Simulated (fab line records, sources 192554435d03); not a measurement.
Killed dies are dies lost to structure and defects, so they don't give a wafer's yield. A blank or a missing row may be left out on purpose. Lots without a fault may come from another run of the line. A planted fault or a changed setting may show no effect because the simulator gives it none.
Chamber matching | flow n5_finfet | N5_HKMG_FIN_HK_ALD_01 on ald_hk-03: 4 sister chambers
The step deposits HfO2, target thk 1.6 nm, pulse time 3 s, purge time 3 s. 8 wafers are shown with their chamber, then 9 later ones without.

WAFERS WITH THEIR CHAMBER
wafer  | chamber | precursor_pulse_height_rel
L080.1 | 2       | 1.009
L081.5 | 3       | 0.970
L086.1 | 1       | 0.989
L086.2 | 3       | 1.026
L086.3 | 0       | 1.026
L088.1 | 1       | 0.988
L088.4 | 2       | 1.004
L088.6 | 0       | 1.003

WAFERS WITHOUT THEIR CHAMBER
wafer  | precursor_pulse_height_rel
L091.2 | 1.009
L091.4 | 0.995
L091.6 | 0.997
L092.2 | 1.019
L092.3 | 0.982
L092.5 | 0.997
L095.2 | 0.995
L095.3 | 1.015
L095.4 | 1.028

WHICH CHAMBER EACH WENT THROUGH
wafer  | from the rows above               | in truth
L091.2 | can't be placed: 2 or 0 or 3 or 1 | 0
L091.4 | can't be placed: 3 or 1 or 2 or 0 | 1
L091.6 | can't be placed: 3 or 1 or 2 or 0 | 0
L092.2 | can't be placed: 0 or 2 or 3 or 1 | 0
L092.3 | can't be placed: 1 or 3 or 2 or 0 | 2
L092.5 | can't be placed: 3 or 1 or 2 or 0 | 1
L095.2 | can't be placed: 3 or 1 or 2 or 0 | 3
L095.3 | can't be placed: 0 or 2 or 3 or 1 | 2
L095.4 | can't be placed: 0 or 2 or 3 or 1 | 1
Placed correctly: 0 of 9. Can't be placed from these rows: 9 (the true chamber is among the candidates in 9). Placed wrongly: 0.
How it was worked out, from the rows above alone: a wafer's distance from a chamber is the root of the sum, over the readings, of the square of ((its reading less the chamber's mean) divided by the reading's scatter). The wafer belongs to the nearest chamber; if the next one is less than 2 further off, it can't be placed. A chamber's mean is the mean of its shown wafers. The scatter: the root of (the sum of the squares of (reading less its chamber's mean) over the shown wafers, divided by (wafers less chambers)).
